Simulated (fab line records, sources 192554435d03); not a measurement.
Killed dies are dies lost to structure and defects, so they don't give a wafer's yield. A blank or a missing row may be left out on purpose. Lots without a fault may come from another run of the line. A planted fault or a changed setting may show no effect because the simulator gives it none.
fab line records | flow n5_finfet
record lots=6 wafers=18 last_day=17
route steps=1938 shown HKMG_FIN@409 BEOL_M4@1111
lots that met no fault: from a run of the same line without faults
start_h: hours from the record's first day to the start of the lot's first wafer shown | wait_h: hours since the lot's step before | " the same as in the row above | L1.1+2: a row that stands for several wafers | - no value, or no start given | * or withheld: withheld | < > ~ a bound
route shown NAME@n: a module of which the file shows steps, and the number in the route of the first | usual: mean/standard deviation of fault-free wafers | same: alike in all rows | chamber/n: place in a boat | sites: the reading at each site | _std_site: their standard deviation | _edge_site: outer sites' mean less inner sites' | radius_mm: how far each site lies from the wafer's centre | mask NAME#n: copy n | behind: the tool/chamber that last shaped the wafer | hold: why the lot was held/for how many hours/how that ended | device: the transistor (n, p or np) that didn't switch | end of line: the same wafers' tests at the end of the route | a step without rows: its recipe alone | killed: dies lost to structure and defects at the first sort, not the wafer's yield | map: a wafer's dies, x killed, . not, _ none there
set.NAME: the setting as run; set.NAME@STEP: as run at that earlier step | model.NAME: the simulator's own value behind a step, which no gauge read
lots at some steps of the route; a table a step, a row a wafer
services: from which hour (start_h, from the record's first day; less than 0 if before it) a tool's chamber was out of use, for how many hours, and why
## steps
# step N5_HKMG_FIN_STRIP_60
# recipe chemistry=N2/H2 power_w=2500 temp_c=300 h2_frac=0.65 time_s=360 pressure_mtorr=withheld n2_flow_sccm=1750 h2_flow_sccm=3250
# usual drypump_motor_current_A=5.5/0.45 heater_power_w=472/34
# columns lot.wafer tool chamber start_h wait_h drypump_motor_current_A heater_power_w rf_hours_counter_h
L668.1 plasma_asher-01 0 109.83 0.0 6.1 426 41
L668.4 " 0 " " 6.1 419 -
L668.5 " 0 " " 6.1 434 -
L672.3 plasma_asher-02 0 137.98 0.1 4.8 466 -
L672.5 " 0 " " 4.8 451 -
L672.6 " 1 " " 5.4 482 -
L674.1 plasma_asher-02 1 152.63 0.0 5.5 494 105
L674.3 " 0 " " 4.9 454 -
L674.6 " 0 " " 4.9 466 -
L678.1 plasma_asher-01 0 172.10 0.0 6.1 416 52
L678.4 " 0 " " 6.1 426 -
L678.6 " 1 " " 5.6 515 -
L679.1 plasma_asher-02 0 176.21 0.0 4.8 452 111
L679.3 " 0 " " 4.8 461 -
L679.4 " 1 " " 5.5 494 -
L685.1 plasma_asher-02 0 211.05 0.0 4.9 444 118
L685.2 " 1 " " 5.5 485 118
L685.5 " 1 " " 5.5 484 -
# step N5_HKMG_FIN_WET_ETCH_77
# recipe chemistry=dHCl mix=1:10000 temp_c=25 target=La2O3 stop_on=HfO2 target_depth_nm=2
# step N5_HKMG_FIN_WET_ETCH_78
# recipe chemistry=dNH4OH mix=1:50 temp_c=25 target=Al2O3 stop_on=La2O3 target_depth_nm=4.5 dry=ipa_marangoni rinse_time_s=30 rinse_temp_c=23
# step N5_HKMG_FIN_ALD_79
# recipe material=TiN target_thk_a=15 temp_c=400 ald_precursor_family=TiCl4 ald_co_reactant=NH3 pulse_time_s=1 purge_time_s=3 co_reactant_purge_time_s=2 co_reactant_pulse_time_s=2 ald_cycles=68 pressure_torr=3
# usual chamber_pressure_Torr=3.000/0.007 co_reactant_pulse_time_s=2/0 heater_power_w=901/100 precursor_pulse_height_rel=0.998/0.021
# columns lot.wafer tool chamber start_h wait_h chamber_pressure_Torr co_reactant_pulse_time_s heater_power_w precursor_pulse_height_rel
L668.1 ald_metal-04 1 110.32 0.0 2.999 2 788 0.970
L668.4 " 0 " " 2.991 2 961 1.020
L668.5 " 2 " " 3.000 2 822 0.964
L672.3 ald_metal-01 3 138.34 0.0 3.012 2 939 1.025
L672.5 " 0 " " 3.000 2 1058 0.978
L672.6 " 1 " " 3.007 2 823 0.986
L674.1 ald_metal-02 3 153.12 0.0 3.003 2 866 0.972
L674.3 " 0 " " 2.987 2 998 0.994
L674.6 " 2 " " 2.988 2 933 1.006
L678.1 ald_metal-02 2 172.67 0.0 3.008 2 896 0.973
L678.4 " 0 " " 3.000 2 984 1.017
L678.6 " 3 " " 3.006 2 853 1.013
L679.1 ald_metal-02 0 176.70 0.0 3.007 2 1008 1.000
L679.3 " 2 " " 2.989 2 909 1.023
L679.4 " 3 " " 2.993 2 863 0.992
L685.1 ald_metal-04 3 211.54 0.0 3.009 2 989 0.974
L685.2 " 0 " " 3.001 2 957 1.009
L685.5 " 0 " " 2.998 2 947 1.031
# step N5_HKMG_FIN_CVD_62
# recipe material=a-Si target_thk_a=30 temp_c=500 precursor=Si2H6 pressure_torr=1 time_s=20.8
# usual chamber_pressure_Torr=0.9999/0.0021 heater_power_w=1460/140
# columns lot.wafer tool chamber start_h wait_h chamber_pressure_Torr heater_power_w
L668.1 thermal_cvd_si-01 2 110.68 0.2 0.9999 1353
L668.4 " 2 " " 0.9991 1348
L668.5 " 1 " " 1.0023 1638
L672.3 thermal_cvd_si-01 0 138.71 0.2 1.0024 1509
L672.5 " 2 " " 0.9994 1347
L672.6 " 1 " " 1.0009 1587
L674.1 thermal_cvd_si-01 2 153.48 0.2 1.0017 1306
L674.3 " 0 " " 1.0014 1528
L674.6 " 2 " " 1.0002 1360
L678.1 thermal_cvd_si-01 0 173.03 0.2 1.0007 1586
L678.4 " 1 " " 0.9975 1563
L678.6 " 0 " " 0.9998 1506
L679.1 thermal_cvd_si-02 2 177.06 0.2 1.0040 1183
L679.3 " 1 " " 1.0013 1468
L679.4 " 2 " " 0.9994 1208
L685.1 thermal_cvd_si-02 0 211.90 0.2 0.9987 1574
L685.2 " 2 " " 0.9958 1207
L685.5 " 1 " " 0.9994 1474
# step N5_HKMG_FIN_RTA_80
# recipe temp_c=withheld time_s=2 ambient=N2 idle_temp_c=600 ramp_up_c_per_s=150 ramp_down_c_per_s=60 cool_to_c=600
# step N5_HKMG_FIN_PRECLEAN_64
# recipe chemistry=dHF time_s=30 temp_c=25 dilution=withheld
# step N5_HKMG_FIN_WET_ETCH_65
# recipe chemistry=TMAH temp_c=70 conc_wt_pct=5 target=a-Si stop_on=TiN time_s=49 target_depth_nm=3
# step N5_HKMG_FIN_WET_ETCH_81
# recipe chemistry=SC1 target=TiN stop_on=HfO2 mix=1:1:5 temp_c=60 time_s=57 target_depth_nm=6
# step N5_HKMG_FIN_WET_ETCH_82
# recipe chemistry=dHCl mix=1:10000 temp_c=25 target=La2O3 stop_on=HfO2 target_depth_nm=2 dry=ipa_marangoni rinse_time_s=30 rinse_temp_c=23
# step N5_HKMG_FIN_ALD_36
# recipe material=TiN target_thk_a=10 temp_c=400 ald_precursor_family=TiCl4 ald_co_reactant=NH3 pulse_time_s=1 purge_time_s=3 co_reactant_purge_time_s=2 co_reactant_pulse_time_s=2 ald_cycles=47 pressure_torr=3
# usual chamber_pressure_Torr=3.000/0.0067 co_reactant_pulse_time_s=2/0 heater_power_w=897/110 precursor_pulse_height_rel=1.000/0.02
# columns lot.wafer tool chamber start_h wait_h chamber_pressure_Torr co_reactant_pulse_time_s heater_power_w precursor_pulse_height_rel
L668.1 ald_metal-02 0 111.21 0.0 2.996 2 1003 1.006
L668.4 " 1 " " 3.004 2 684 1.049
L668.5 " 2 " " 2.991 2 947 0.998
L672.3 ald_metal-04 1 139.12 0.0 3.001 2 767 0.996
L672.5 " 1 " " 3.006 2 777 0.994
L672.6 " 2 " " 3.009 2 811 0.975
L674.1 ald_metal-01 0 153.89 0.0 2.991 2 1038 0.993
L674.3 " 3 " " 3.012 2 903 0.986
L674.6 " 0 " " 3.001 2 1055 1.025
L678.1 ald_metal-01 0 173.43 0.0 3.004 2 1077 1.017
L678.4 " 3 " " 2.996 2 956 1.030
L678.6 " 3 " " 2.987 2 939 0.966
L679.1 ald_metal-02 0 177.54 0.1 3.004 2 982 0.962
L679.3 " 2 " " 3.010 2 943 1.034
L679.4 " 1 " " 3.000 2 685 1.031
L685.1 ald_metal-02 0 212.29 0.0 3.008 2 992 0.992
L685.2 " 2 " " 3.008 2 922 0.991
L685.5 " 2 " " 2.998 2 903 1.005
# step N5_HKMG_FIN_THK_MEAS_70
# recipe thk_meas_gauge=xrf reads=HfO2_of_HKMG_FIN_HK_ALD_01
# usual HK_THK=1.615/0.021
# columns lot.wafer tool chamber start_h wait_h HK_THK[nm]
L668.1 film_metro-01 - 111.49 0.2 1.635
L668.4 " - " " 1.622
L668.5 " - " " 1.621
L672.3 film_metro-01 - 139.40 0.2 1.618
L672.5 " - " " 1.604
L672.6 " - " " 1.608
L674.1 film_metro-02 - 154.17 0.2 1.605
L674.3 " - " " 1.663
L674.6 " - " " 1.640
L678.1 film_metro-02 - 173.71 0.2 1.619
L678.4 " - " " 1.612
L678.6 " - " " 1.589
L679.1 film_metro-01 - 177.83 0.2 1.635
L679.3 " - " " 1.607
L679.4 " - " " 1.598
L685.1 film_metro-02 - 212.57 0.2 1.630
L685.2 " - " " 1.658
L685.5 " - " " 1.579
# step N5_HKMG_FIN_PWFM_ALD_03
# recipe material=TiN target_thk_a=20 temp_c=400 ald_precursor_family=TiCl4 ald_co_reactant=NH3 pulse_time_s=1 purge_time_s=3 co_reactant_purge_time_s=2 co_reactant_pulse_time_s=2 ald_cycles=91 pressure_torr=3
# usual chamber_pressure_Torr=3.000/0.0063 co_reactant_pulse_time_s=2/0 heater_power_w=906/100 precursor_pulse_height_rel=1.001/0.018
# columns lot.wafer tool chamber start_h wait_h chamber_pressure_Torr co_reactant_pulse_time_s heater_power_w precursor_pulse_height_rel
L668.1 ald_metal-01 0 111.53 0.0 3.003 2 1079 1.002
L668.4 " 2 " " 3.003 2 985 0.986
L668.5 " 1 " " 2.998 1.4074 804 1.003
L672.3 ald_metal-01 2 139.44 0.0 2.998 2 980 0.992
L672.5 " 2 " " 3.003 1.4074 985 0.974
L672.6 " 3 " " 2.998 2 924 1.022
L674.1 ald_metal-04 3 154.20 0.0 3.002 2 978 0.999
L674.3 " 1 " " 3.005 2 765 1.008
L674.6 " 0 " " 3.004 2 962 0.989
L678.1 ald_metal-04 0 173.75 0.0 3.009 2 949 0.991
L678.4 " 2 " " 3.003 2 796 0.999
L678.6 " 3 " " 3.003 2 966 0.973
L679.1 ald_metal-04 2 177.87 0.0 2.992 2 824 1.002
L679.3 " 3 " " 2.996 2 985 1.005
L679.4 " 1 " " 2.998 2 773 1.011
L685.1 ald_metal-01 3 212.61 0.0 3.001 2 926 1.005
L685.2 " 0 " " 3.019 2 1078 1.003
L685.5 " 0 " " 3.000 2 1057 1.014
# step N5_HKMG_FIN_COAT_29
# recipe resist=SOC temp_c=250 time_s=60 spin_rpm=1500 resist_thk_nm=300
# step N5_BEOL_M4_RC_MEAS_101
# usual DIBL_N=36.9/2.1 DIBL_P=37.1/2.5 IOFF_N=0.17/0.039 IOFF_P=0.23/0.043 ION_N=673/15 ION_P=462/9.1 SS_N=71.8/0.69 SS_P=73.6/0.74 VT_N=250/3.6 VT_P=-249.7/2.9
# columns lot.wafer tool chamber start_h wait_h DIBL_N[mV/V] DIBL_P[mV/V] IOFF_N[nA/um] IOFF_P[nA/um] ION_N[uA/um] ION_P[uA/um] SS_N[mV/dec] SS_P[mV/dec] VT_N[mV] VT_P[mV]
L668.1 prober-01 0 198.18 0.0 39.4 40.2 0.21 0.28 685 467 72.0 73.8 248 -244.5
L668.4 " 0 " " 36.6 37.0 0.14 0.22 651 444 71.7 72.9 253 -250.8
L668.5 " 0 " " 38.8 39.3 0.19 0.25 667 460 71.9 73.0 249 -247.8
L672.3 prober-02 0 230.44 0.3 38.0 35.9 0.20 0.23 667 459 72.6 73.9 250 -248.9
L672.5 " 0 " " 37.6 38.5 0.20 0.26 691 480 71.8 73.8 245 -249.8
L672.6 " 0 " " 35.7 36.4 0.14 0.23 645 460 71.6 74.0 254 -250.9
L674.1 prober-02 0 242.29 0.0 34.7 36.9 0.15 0.22 672 462 71.4 73.3 252 -248.3
L674.3 " 0 " " 36.3 38.0 0.17 0.25 668 461 72.2 73.6 253 -250.1
L674.6 " 0 " " 32.3 33.3 0.12 0.17 649 450 72.0 71.9 255 -253.8
L679.1 prober-01 0 267.24 0.0 38.3 39.8 0.20 0.27 673 466 71.8 73.5 248 -246.5
L679.3 " 0 " " 33.0 33.7 0.12 0.17 668 461 70.6 72.0 254 -255.0
L679.4 " 0 " " 34.1 33.8 0.13 0.17 647 449 70.8 72.3 252 -254.0
L678.1 prober-01 0 272.38 0.0 35.6 33.3 0.11 0.16 637 440 71.7 72.4 257 -256.5
L678.4 " 0 " " 40.6 42.5 0.23 0.30 701 477 72.6 74.8 246 -244.5
L678.6 " 0 " " 37.4 37.2 0.16 0.21 679 461 71.4 73.2 250 -250.5
L685.1 prober-01 0 302.17 0.0 33.8 34.9 0.13 0.20 674 471 71.3 73.2 253 -249.9
L685.2 " 0 " " 36.7 38.8 0.19 0.27 696 485 71.8 74.3 246 -246.4
L685.5 " 0 " " 36.2 37.2 0.18 0.25 694 476 71.3 73.7 246 -244.1
## services
# columns tool chamber start_h hours kind
plasma_asher-01 - 90.85 2.3 repair
thermal_cvd_si-01 - 101.07 6.0 pm
ald_metal-02 - 113.07 0.6 repair
ald_metal-02 - 134.71 0.4 repair
thermal_cvd_si-01 1 166.24 2.8 repair
thermal_cvd_si-02 - 190.81 6.0 pm
## key
first_sign step=N5_HKMG_FIN_PWFM_ALD_03 reading=co_reactant_pulse_time_s direction=down sigmas=99+ usual=* struck=*
effect none on later readings
met_at N5_HKMG_FIN_PWFM_ALD_03
struck_wafers L668.5,L672.5
fault kind=process_parameter_drift tool=ald_metal-01 chamber=- onset_h=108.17 steps=N5_HKMG_FIN_PWFM_ALD_03 channel=co_reactant_pulse_time_s offset=* shape=step end_h=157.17 scope=struck_wafers_only acts_in=* stated=*
